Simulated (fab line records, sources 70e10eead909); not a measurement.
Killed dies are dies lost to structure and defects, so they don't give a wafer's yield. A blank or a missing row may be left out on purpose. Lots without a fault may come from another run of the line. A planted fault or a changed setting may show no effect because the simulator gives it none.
A struck lot beside a sound one | flow nand_harc | 17 steps out of a route of 1302
Sound: wafers L549.4, L549.5, L549.6. Struck: wafer L544.2. (L544.1, L544.5 of the same lot were not struck and are left out.) The cause comes at the end.
At each step with rows: each side's tool, then ch and its chambers, then its first start. Under that, the readings that differ: sound wafers | struck wafers | difference of the means | sigmas: that difference in standard deviations of wafers without a fault.
alike: readings whose means differ by less than 2 such deviations, and words and numbers that are the same on both sides. not compared: withheld readings, readings that some wafer has no value for, bounds like >300 that may hide the same value, and numbers for which the record gives no deviation and whose values overlap.
The two part at a step that has a row with sigmas, a row that says differs or no value, or rows on one side only. Numbers that don't overlap but have no deviation are shown without sigmas and don't part them. A reading that every wafer of one side lacks parts them only if that side has two wafers or more.

NHARC_A_M0_OVL_MEAS_10: pitch 160 nm.
  sound on overlay-02, day 27 02:16; struck on overlay-02, day 25 12:17
  alike: overlay_x_nm, overlay_y_nm
NHARC_A_M0_INSPECT_11:
  sound on defect_inspect-01, day 27 02:18; struck on defect_inspect-02, day 25 12:20
  alike: raw_defect_count
then, 2 steps without rows for these wafers: NHARC_A_M0_DESCUM_14 (chemistry O2, time 3 s); NHARC_A_M0_ETCH_34 (etches the open film in N2/H2, target depth 40 nm, overetch 12 nm, time 43.94 s).
NHARC_A_M0_ETCH_15: etches the open film in C4F8/Ar, target depth 150 nm, overetch 15 nm, time 82.5 s.
  sound on rie_diel-09 ch 1,2,3; struck on rie_diel-09 ch 1
  alike: bias_w, oes_product_au, rf_vpp_V
  not compared: rf_hours_counter_h
NHARC_A_M0_CD_MEAS_16:
  sound on cd_sem-01, day 27 02:40; struck on cd_sem-03, day 25 12:41
  alike: cd_nm
then, 2 steps without rows for these wafers: NHARC_A_M0_STRIP_18 (strips in N2/H2); NHARC_A_M0_STRIP_19 (strips in post etch residue remover, time 600 s).
NHARC_A_M0_DEGAS_28: time 60 s.
  sound on pvd_sputter-03, day 27 03:17; struck on pvd_sputter-01, day 25 13:19
  alike: heater_power_w, susceptor_temp_C
then, 1 step without rows for these wafers: NHARC_A_M0_PRE_CLEAN_29 (time 30 s).
NHARC_A_M0_PVD_20: deposits TaN, target thk 5 nm, time 8.06 s.
  sound on pvd_sputter-03; struck on pvd_sputter-01
  reading              | sound             | struck | difference | sigmas
  substrate_temp_c (C) | 49.98 50.03 50.02 | 49.78  | -0.23      | -2
  alike: throttle_valve_pct
NHARC_A_M0_PVD_21: deposits Cu, target thk 30 nm, time 20.49 s.
  sound on pvd_sputter-03; struck on pvd_sputter-01
  reading                | sound          | struck | difference | sigmas
  throttle_valve_pct (%) | 27.9 27.7 29.8 | 31.5   | +3.0       | +3
  alike: substrate_temp_c
NHARC_A_M0_ECD_22: material Cu, target thk 400 nm.
  sound on ecd_cu-01 ch 0,1, day 27 03:58; struck on ecd_cu-02 ch 0,1, day 25 13:40
NHARC_A_M0_ANNEAL_30: time 90 s.
  sound on rtp_anneal-01 ch 0, day 27 04:27; struck on rtp_anneal-02 ch 0, day 25 14:03
  reading          | sound                | struck | difference | sigmas
  wafer_temp_C_max | 226.28 226.24 226.14 | 225.40 | -0.82      | -3
NHARC_A_M0_CMP_23: polishes, t overpolish 20 s, target thk 113.75 nm.
  sound on cmp-03 ch 1,2,3, day 27 04:43; struck on cmp-01 ch 3, day 25 14:25
  reading                | sound          | struck | difference | sigmas
  time_to_endpoint_s (s) | 29.7 25.6 32.2 | 42.0   | +12.8      | +5
  alike: motor_current_A
NHARC_A_M0_THK_MEAS_24: measures by xrf.
  sound on film_metro-02, day 27 04:57; struck on film_metro-01, day 25 14:43
  alike: thk_nm
NHARC_END_SORT_01:
  sound on prober-02 ch 0, day 28 22:55; struck on prober-01 ch 0, day 27 04:58
  reading             | sound | struck | difference | sigmas
  killed_at_periphery | 5 5 3 | 13     | +9         | +3
  alike: defect_limited_yield, killed_at_array, killed_at_other, killed_dies, killed_open, killed_short, sort_bin_2_pct, sort_bin_3_pct, sort_bin_4_pct, sort_n_pass, sort_rim_yield_pct, sort_yield_pct

WHERE THEY PART
First at NHARC_A_M0_PVD_20; last, within this record, at NHARC_END_SORT_01.

WHY: what the simulator had put in
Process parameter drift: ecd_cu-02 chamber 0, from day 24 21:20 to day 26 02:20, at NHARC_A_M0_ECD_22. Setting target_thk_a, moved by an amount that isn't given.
